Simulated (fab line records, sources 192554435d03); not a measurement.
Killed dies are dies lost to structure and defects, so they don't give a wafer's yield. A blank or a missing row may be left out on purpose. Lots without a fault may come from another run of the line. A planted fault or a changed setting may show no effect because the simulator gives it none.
Chamber matching | flow n5_finfet | N5_STI_FIN_REVEAL_ALD_00 on ald_sin-04: 4 sister chambers
The step deposits SiO2, target thk 1 nm, pulse time 1 s. 4 wafers are shown with their chamber, then 9 later ones without.

WAFERS WITH THEIR CHAMBER
wafer  | chamber | heater_power_w (W)
L085.4 | 0       | 421
L086.3 | 1       | 503
L086.5 | 2       | 453
L086.6 | 3       | 370

WAFERS WITHOUT THEIR CHAMBER
wafer  | heater_power_w (W)
L089.1 | 414
L089.3 | 461
L089.4 | 375
L092.2 | 461
L092.4 | 505
L092.5 | 368
L096.2 | 424
L096.3 | 508
L096.5 | 358

WHICH CHAMBER EACH WENT THROUGH
wafer  | from the rows above | in truth
L089.1 | 0                   | 0
L089.3 | 2                   | 2
L089.4 | 3                   | 3
L092.2 | 2                   | 2
L092.4 | 1                   | 1
L092.5 | 3                   | 3
L096.2 | 0                   | 0
L096.3 | 1                   | 1
L096.5 | 3                   | 3
Placed correctly: 9 of 9. Can't be placed from these rows: 0. Placed wrongly: 0.
How it was worked out, from the rows above alone: a wafer's distance from a chamber is the root of the sum, over the readings, of the square of ((its reading less the chamber's mean) divided by the reading's scatter). The wafer belongs to the nearest chamber; if the next one is less than 2 further off, it can't be placed. A chamber's mean is the mean of its shown wafers. The scatter: with one shown wafer a chamber, the root of the mean of the squares of how far each hidden wafer lies from its nearest shown one.
